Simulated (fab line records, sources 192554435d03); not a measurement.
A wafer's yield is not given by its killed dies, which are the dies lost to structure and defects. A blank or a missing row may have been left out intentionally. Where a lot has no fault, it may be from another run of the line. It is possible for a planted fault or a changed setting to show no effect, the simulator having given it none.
fab line records	flow n5_finfet
record lots=10	wafers=27	last_day=19
route steps=1938 shown BEOL_M3@945 BEOL_M4@1111 PASSIVATION@1936
lots that met no fault: taken from a fault-free run of the same line
start_h: the number of hours between the record's first day and the start of the first shown wafer of the lot	wait_h: hours elapsed since this lot's preceding step	" same as the row above	L1.1+2: several wafers, shown together as one row	- value missing, or start not given	* or withheld: withheld	< > ~ a bound
route shown NAME@n: NAME is a module with steps in the file, n the number in the route of the first one	usual: average and standard deviation across the fault-free wafers	same: alike in all rows	chamber/n: place in a boat	sites: readings site by site	_std_site: standard deviation across them	_edge_site: outer sites' mean less inner sites'	radius_mm: for every site, how far away it sits from the centre of the wafer	mask NAME#n: copy n	behind: the last tool/chamber to shape the wafer	hold: what put the lot on hold/how long, in hours/how the hold closed	device: transistor that didn't switch, given as n, p or np	end of line: the route-end tests of the same wafers	for a step that has no rows: nothing shown but its recipe	killed: at the first sort, the dies lost to defects and structure; wafer yield is something else	map: a wafer's dies, x killed, . not, _ none there
set.NAME: the setting that was run; set.NAME@STEP: the one run at that earlier step	model.NAME: the simulator's own value behind a step, which no gauge read
one table for each step of the route and one row for each wafer, over a sample of lots
services: when a tool's chamber went out of use (start_h, in hours from the record's first day, below 0 if earlier), for how many hours, and the reason
## steps
# step N5_BEOL_M3_OVL_MEAS_12
# recipe points_per_wafer=522
# usual M3_OVL=0.0/0.72
lot.wafer	tool	chamber	start_h	wait_h	M3_OVL[nm]
L152.3	overlay-01	0	155.51	0.0	0.8
L152.5	"	0	"	"	-0.1
L152.6	"	0	"	"	-1.2
L157.1	overlay-01	0	201.71	0.0	-1.0
L157.3	"	0	"	"	-1.8
L157.6	"	0	"	"	0.5
L158.5	overlay-01	0	205.83	0.0	0.3
L158.6	"	0	"	"	0.8
L160.1	overlay-02	0	208.60	0.0	0.5
L160.2	"	0	"	"	1.1
L166.3	overlay-02	0	252.79	0.0	-0.6
L166.4	"	0	"	"	-1.1
L168.1	overlay-02	0	258.65	0.0	0.1
L168.3	"	0	"	"	0.3
L168.5	"	0	"	"	0.3
L170.2	overlay-02	0	265.31	0.0	-1.2
L170.3	"	0	"	"	-0.5
L170.6	"	0	"	"	-0.4
L171.1	overlay-02	0	268.82	0.0	0.4
L171.3	"	0	"	"	0.1
L171.5	"	0	"	"	0.6
L172.1	overlay-01	0	280.51	0.0	0.4
L172.2	"	0	"	"	0.3
L172.5	"	0	"	"	0.4
L175.1	overlay-01	0	308.73	0.0	0.4
L175.3	"	0	"	"	0.2
L175.6	"	0	"	"	-0.7
# step N5_BEOL_M3_INSPECT_13
# recipe mode=adi	inspect_instrument=brightfield
# usual raw_defect_count=445/110
lot.wafer	tool	chamber	start_h	wait_h	raw_defect_count
L152.3	defect_inspect-02	-	155.56	0.0	603
L152.5	"	-	"	"	469
L152.6	"	-	"	"	630
L157.1	defect_inspect-02	-	201.77	0.1	304
L157.3	"	-	"	"	259
L157.6	"	-	"	"	277
L158.5	defect_inspect-02	-	205.87	0.0	447
L158.6	"	-	"	"	387
L160.1	defect_inspect-02	-	208.66	0.1	476
L160.2	"	-	"	"	707
L166.3	defect_inspect-01	-	252.84	0.0	608
L166.4	"	-	"	"	382
L168.1	defect_inspect-02	-	258.71	0.1	263
L168.3	"	-	"	"	426
L168.5	"	-	"	"	315
L170.2	defect_inspect-01	-	265.37	0.0	671
L170.3	"	-	"	"	587
L170.6	"	-	"	"	465
L171.1	defect_inspect-01	-	268.88	0.1	611
L171.3	"	-	"	"	512
L171.5	"	-	"	"	616
L172.1	defect_inspect-02	-	280.56	0.1	479
L172.2	"	-	"	"	702
L172.5	"	-	"	"	583
L175.1	defect_inspect-01	-	308.78	0.1	346
L175.3	"	-	"	"	379
L175.6	"	-	"	"	530
# step N5_BEOL_M3_ETCH_63
# recipe chemistry=CF4	target=SiARC	target_depth_a=156	mask_material=CAR-EUV	time_s=26	ion_energy_ev=80	pressure_mtorr=40	source_w=545	bias_w=36	Ar_flow_sccm=100	cf4_flow_sccm=100	ends=cleared
# usual bias_w=36.01/0.11	drypump_motor_current_A=5.8/0.54	etch_rf_on_time_s=26.0/0.83	oes_product_au=0.65/0.061	rf_vpp_V=184.1/1.1	showerhead_plenum_p_Torr=2.15/0.066	throttle_valve_pct=15.68/0.26
lot.wafer	tool	chamber	start_h	wait_h	bias_w	drypump_motor_current_A	etch_rf_on_time_s	oes_product_au	rf_hours_counter_h	rf_vpp_V	showerhead_plenum_p_Torr	throttle_valve_pct
L152.3	rie_diel-03	0	155.64	0.0	35.91	5.0	25.6	0.63	150	183.6	2.14	15.87
L152.5	"	3	"	"	35.98	6.4	24.7	0.75	-	184.1	2.08	15.42
L152.6	"	1	"	"	36.18	6.1	26.9	0.61	-	185.1	2.21	15.76
L157.1	rie_diel-01	1	202.24	0.0	36.02	6.2	26.2	0.60	195	182.7	2.05	15.87
L157.3	"	0	"	"	35.90	6.2	26.3	0.80	4	183.0	2.10	15.11
L157.6	"	0	"	"	36.02	6.2	26.1	0.80	-	183.8	2.10	15.10
L158.5	rie_diel-01	1	205.97	0.0	35.99	6.2	26.1	0.60	-	180.8	2.05	15.85
L158.6	"	2	"	"	35.93	5.7	26.3	0.64	-	184.8	2.22	15.76
L160.1	rie_diel-01	2	208.79	0.0	35.97	5.7	26.3	0.65	172	183.9	2.22	15.78
L160.2	"	1	"	"	35.79	6.2	26.5	0.60	197	182.1	2.05	15.86
L166.3	rie_diel-04	1	252.92	0.0	36.17	6.1	26.2	0.65	141	184.8	2.06	15.93
L166.4	"	0	"	"	36.08	5.9	26.5	0.58	233	183.5	2.20	15.57
L168.1	rie_diel-03	2	258.79	0.0	35.91	4.7	27.4	0.63	169	185.2	2.22	16.02
L168.3	"	3	"	"	36.08	6.4	25.0	0.72	86	182.7	2.07	15.48
L168.5	"	2	"	"	36.00	4.7	27.1	0.62	-	183.8	2.22	16.01
L170.2	rie_diel-03	2	265.45	0.0	35.90	4.7	27.2	0.63	172	184.1	2.22	16.01
L170.3	"	0	"	"	35.98	5.0	25.8	0.61	180	182.6	2.13	15.93
L170.6	"	0	"	"	36.01	5.0	26.0	0.61	-	184.9	2.13	15.94
L171.1	rie_diel-01	3	268.96	0.0	35.96	6.2	25.0	0.63	195	185.7	2.22	15.48
L171.3	"	2	"	"	35.98	5.7	26.6	0.63	192	185.8	2.21	15.82
L171.5	"	3	"	"	36.08	6.2	24.6	0.64	-	185.3	2.22	15.48
L172.1	rie_diel-01	1	280.71	0.0	36.01	6.3	26.0	0.59	219	183.0	2.04	15.90
L172.2	"	2	"	"	36.17	5.7	26.2	0.63	196	185.0	2.21	15.82
L172.5	"	2	"	"	36.04	5.7	26.1	0.63	-	185.7	2.21	15.82
L175.1	rie_diel-04	1	308.87	0.0	35.95	6.1	26.6	0.64	158	181.8	2.05	15.96
L175.3	"	3	"	"	36.01	5.9	26.2	0.61	207	184.5	2.11	15.81
L175.6	"	0	"	"	36.07	5.9	26.8	0.56	-	184.0	2.20	15.60
# step N5_BEOL_M3_EXPOSE_25
# recipe mask_id=V2	na=0.33	source_shape=quasar	sigma_inner=0.2	sigma_outer=0.8	polarization=unpolarized	defocus_nm=5	dose_mj=63
# usual stage_msd_nm=0.77/0.056
# same sigma_inner=0.2
lot.wafer	tool	chamber	start_h	wait_h	mask	stage_msd_nm
L152.3	euv_scanner-02	0	156.44	-	V2#0	0.86
L152.5	"	0	"	"	V2#0	0.85
L152.6	"	0	"	"	V2#0	0.85
L157.1	euv_scanner-02	0	203.02	-	V2#0	0.85
L157.3	"	0	"	"	V2#0	0.85
L157.6	"	0	"	"	V2#0	0.85
L158.5	euv_scanner-01	0	206.76	-	V2#0	0.75
L158.6	"	0	"	"	V2#0	0.75
L160.1	euv_scanner-02	0	209.35	-	V2#0	0.84
L160.2	"	0	"	"	V2#0	0.85
L166.3	euv_scanner-02	0	253.62	-	V2#0	0.85
L166.4	"	0	"	"	V2#0	0.84
L168.1	euv_scanner-01	0	259.38	-	V2#0	0.72
L168.3	"	0	"	"	V2#0	0.72
L168.5	"	0	"	"	V2#0	0.72
L170.2	euv_scanner-01	0	266.01	-	V2#0	0.72
L170.3	"	0	"	"	V2#0	0.72
L170.6	"	0	"	"	V2#0	0.72
L171.1	euv_scanner-01	0	269.60	-	V2#0	0.72
L171.3	"	0	"	"	V2#0	0.72
L171.5	"	0	"	"	V2#0	0.72
L172.1	euv_scanner-01	0	281.35	-	V2#0	0.71
L172.2	"	0	"	"	V2#0	0.71
L172.5	"	0	"	"	V2#0	0.71
L175.1	euv_scanner-01	0	309.51	-	V2#0	0.71
L175.3	"	0	"	"	V2#0	0.71
L175.6	"	0	"	"	V2#0	0.70
# step N5_BEOL_M3_CD_MEAS_28
# recipe target_cd_nm=25.7	landing_energy_ev=500	detector=se_inlens	target_cd_y_nm=23.3	polarity=opening
# usual cd_nm=25.72/0.23
lot.wafer	tool	chamber	start_h	wait_h	cd_nm
L152.3	cd_sem-01	0	156.57	-	25.96
L152.5	"	0	"	"	25.92
L152.6	"	0	"	"	26.04
L157.1	cd_sem-02	0	203.16	-	25.76
L157.3	"	0	"	"	25.68
L157.6	"	0	"	"	25.61
L158.5	cd_sem-03	0	206.87	-	25.46
L158.6	"	0	"	"	26.32
L160.1	cd_sem-02	0	209.49	-	25.69
L160.2	"	0	"	"	4.97
L166.3	cd_sem-01	0	253.75	-	5.59
L166.4	"	0	"	"	25.22
L168.1	cd_sem-01	0	259.52	-	25.77
L168.3	"	0	"	"	25.54
L168.5	"	0	"	"	25.91
L170.2	cd_sem-02	0	266.15	-	25.58
L170.3	"	0	"	"	25.75
L170.6	"	0	"	"	25.73
L171.1	cd_sem-01	0	269.75	-	25.85
L171.3	"	0	"	"	25.59
L171.5	"	0	"	"	25.62
L172.1	cd_sem-01	0	281.50	-	25.59
L172.2	"	0	"	"	25.88
L172.5	"	0	"	"	25.52
L175.1	cd_sem-02	0	309.66	-	25.84
L175.3	"	0	"	"	25.30
L175.6	"	0	"	"	25.65
# step N5_BEOL_M4_RC_MEAS_101
# usual DIBL_N=36.0/1.6	DIBL_P=35.8/2	IOFF_N=0.152/0.03	IOFF_P=0.20/0.031	ION_N=670/12	ION_P=459/7.4	SS_N=71.5/0.56	SS_P=73.2/0.64	VT_N=251/3.5	VT_P=-252/3.3
lot.wafer	tool	chamber	start_h	wait_h	DIBL_N[mV/V]	DIBL_P[mV/V]	IOFF_N[nA/um]	IOFF_P[nA/um]	ION_N[uA/um]	ION_P[uA/um]	SS_N[mV/dec]	SS_P[mV/dec]	VT_N[mV]	VT_P[mV]
L152.3	prober-02	0	200.04	0.3	36.5	36.9	0.170	0.23	681	467	72.2	73.9	246	-247
L152.5	"	0	"	"	36.4	36.1	0.159	0.22	664	457	72.2	73.9	251	-246
L152.6	"	0	"	"	35.1	35.6	0.143	0.22	675	469	72.0	73.2	252	-246
L157.1	prober-01	0	238.45	0.0	33.6	34.2	0.113	0.19	644	456	71.4	72.4	255	-247
L157.3	"	0	"	"	36.9	38.5	0.172	0.26	676	473	71.7	73.6	248	-245
L157.6	"	0	"	"	34.7	35.2	0.136	0.21	673	473	71.2	72.9	253	-248
L158.5	prober-02	0	239.46	0.6	36.8	37.0	0.170	0.20	665	449	71.2	73.4	247	-253
L158.6	"	0	"	"	34.7	35.1	0.134	0.18	667	457	71.4	73.4	253	-252
L160.1	prober-01	0	245.94	0.0	34.2	33.1	0.111	0.15	654	447	71.0	71.8	257	-257
L166.4	prober-01	0	285.45	0.5	32.2	33.5	0.124	0.17	666	460	70.4	72.0	250	-254
L170.2	prober-02	0	294.19	0.2	35.6	35.8	0.151	0.20	687	469	71.3	73.7	250	-250
L170.3	"	0	"	"	35.3	35.7	0.146	0.20	674	461	70.9	73.4	248	-251
L170.6	"	0	"	"	36.1	35.7	0.150	0.20	673	459	71.2	72.6	249	-249
L168.1	prober-01	0	301.95	0.0	37.7	38.1	0.196	0.22	686	459	71.2	73.9	244	-251
L168.3	"	0	"	"	34.9	35.4	0.150	0.18	691	471	71.1	72.9	247	-252
L168.5	"	0	"	"	34.7	34.2	0.131	0.16	664	449	70.7	72.5	250	-255
L171.1	prober-02	0	317.40	0.0	35.8	34.9	0.155	0.19	680	462	71.8	72.8	249	-252
L171.3	"	0	"	"	33.6	31.3	0.109	0.14	653	449	71.5	73.0	257	-256
L171.5	"	0	"	"	34.9	33.4	0.135	0.17	674	463	71.9	72.8	250	-253
L172.1	prober-02	0	328.96	0.0	35.5	33.7	0.136	0.21	674	473	70.9	72.8	254	-250
L172.2	"	0	"	"	36.1	34.1	0.144	0.21	661	459	71.4	73.5	251	-246
L172.5	"	0	"	"	35.4	33.8	0.135	0.20	664	459	71.3	73.4	251	-247
L175.1	prober-02	0	347.34	0.0	34.3	34.4	0.129	0.17	655	454	70.4	72.7	250	-253
L175.3	"	0	"	"	31.8	30.1	0.087	0.11	632	435	71.7	71.6	259	-261
L175.6	"	0	"	"	33.2	32.1	0.113	0.14	658	449	71.2	72.2	255	-258
# step N5_PASSIVATION_PROBE_49
# usual defect_limited_yield=91.6/1.4	killed_at_M0_to_M3=33/10	killed_at_M4_up=13/5.3	killed_at_contacts=13/5.9	killed_at_front_end=36/12	killed_at_other=4/3.1	killed_dies=99/16	killed_on_rim=13/4.2	killed_open=65/13	killed_short=32/7.3	sort_bin_5_function=4.9/0.9	sort_bin_6_memory=3.1/0.66	sort_bin_8_speed=0.0/0.42	sort_n_pass=1081/17	sort_yield_pct=91.6/1.4
# same gross_dies=1180	killed_at_back_side=0	sort_bin_4_leakage[%]=0
lot.wafer	tool	chamber	start_h	wait_h	defect_limited_yield[%]	killed_at_M0_to_M3	killed_at_M4_up	killed_at_contacts	killed_at_front_end	killed_at_other	killed_dies	killed_on_rim	killed_open	killed_short	sort_bin_5_function[%]	sort_bin_6_memory[%]	sort_bin_8_speed[%]	sort_n_pass	sort_yield_pct[%]
L160.1	prober-01	-	349.35	0.0	89.8	53	17	14	31	5	120	17	74	43	5.9	3.6	0	1060	89.8
L160.2	prober-01	-	349.40	0.1	0	1119	14	11	30	6	1180	152	55	26	96.4	3.1	0	0	0
L166.3	prober-01	-	398.02	0.1	0	1106	9	18	45	2	1180	152	49	37	97.1	2.6	0	0	0
L166.4	prober-01	-	398.07	0.2	91.6	25	9	28	34	3	99	16	68	29	4.9	3.1	0	1081	91.6
# killed by level:class
L160.1 BEOL_M0_SAQP:geometric_particle:open=15 BEOL_M0_SAQP:geometric_particle:short=15 BEOL_M1:geometric_particle:open=14 MOL_CONTACT_COAG:geometric_particle:open=12 FIN_SAQP:geometric_particle:open=6 BEOL_M1:geometric_particle:short=6 BEOL_M4:geometric_particle:short=6 STI_FIN_REVEAL:geometric_particle:open=4
L160.2 BEOL_M3:area_expose=1089 BEOL_M0_SAQP:geometric_particle:open=7 MOL_CONTACT_COAG:geometric_particle:open=7 BEOL_M0_SAQP:geometric_particle:short=6 BEOL_M2:geometric_particle:open=6 BEOL_M4:geometric_particle:open=6 HKMG_FIN:area_etch=6 FIN_SAQP:geometric_particle:open=4
L166.3 BEOL_M3:area_expose=1094 FIN_SAQP:geometric_particle:short=19 MOL_CONTACT_COAG:geometric_particle:open=16 FIN_SAQP:geometric_particle:open=5 DUMMY_GATE:geometric_particle:open=4 GATE_CUT:geometric_particle:short=4 BEOL_M2:geometric_particle:open=4 STI_FIN_REVEAL:geometric_particle:open=3
L166.4 MOL_CONTACT_COAG:geometric_particle:open=22 DUMMY_GATE:geometric_particle:open=7 MOL_CONTACT_COAG:geometric_particle:short=6 FIN_SAQP:geometric_particle:open=5 STI_FIN_REVEAL:geometric_particle:open=5 BEOL_M0:geometric_particle:open=5 BEOL_M1:geometric_particle:short=4 BEOL_M1:geometric_particle:open=4
## services
tool	chamber	start_h	hours	kind
rie_diel-01	3	139.01	5.3	repair
euv_scanner-02	-	143.84	2.0	repair
rie_diel-04	2	153.49	7.9	repair
rie_diel-03	2	154.27	4.0	repair
euv_scanner-01	-	160.84	1.0	pm
rie_diel-01	3	175.59	15.8	repair
rie_diel-03	-	179.33	2.8	pm
euv_scanner-01	-	194.21	1.2	repair
euv_scanner-01	-	198.47	4.6	pm
euv_scanner-02	-	200.07	0.3	repair
rie_diel-04	2	200.78	4.9	repair
rie_diel-04	0	210.17	13.3	repair
euv_scanner-01	-	216.99	1.0	pm
euv_scanner-02	-	218.00	1.0	pm
euv_scanner-02	-	221.01	12.0	pm
euv_scanner-02	-	259.34	5.8	pm
euv_scanner-02	-	265.66	4.6	pm
euv_scanner-01	-	273.14	1.0	pm
euv_scanner-02	-	273.33	1.3	repair
euv_scanner-02	-	274.67	1.0	pm
euv_scanner-02	-	282.83	0.5	repair
rie_diel-01	3	288.09	4.2	repair
euv_scanner-01	-	298.50	0.2	repair
euv_scanner-02	-	301.81	0.1	repair
## key
first_sign step=N5_BEOL_M3_CD_MEAS_28	reading=cd_nm	direction=down	sigmas=88	usual=25.72	struck=5.28
effect step=N5_PASSIVATION_PROBE_49	reading=killed_at_M0_to_M3	direction=up	sigmas=99+	usual=33	struck=1112
more_kills_born_at N5_BEOL_M3_EXPOSE_25@euv_scanner-02=2182
met_at N5_BEOL_M3_EXPOSE_25
struck_lots L160,L166
struck_wafers L160.2,L166.3
later_rows_left_out L160.2,L166.3
not_acting_at N5_BEOL_M3_OVL_MEAS_12,N5_BEOL_M3_INSPECT_13,N5_BEOL_M3_ETCH_63
onset_between 203.02 209.35
fault kind=process_parameter_drift	tool=euv_scanner-02	chamber=-	onset_h=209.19	steps=N5_BEOL_M3_EXPOSE_25	channel=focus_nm	offset=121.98	shape=step	end_h=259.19	scope=struck_wafers_only
# later_rows_left_out: the simulator's readings of these wafers behind a module that went badly wrong aren't trusted and aren't shown, but for the sort
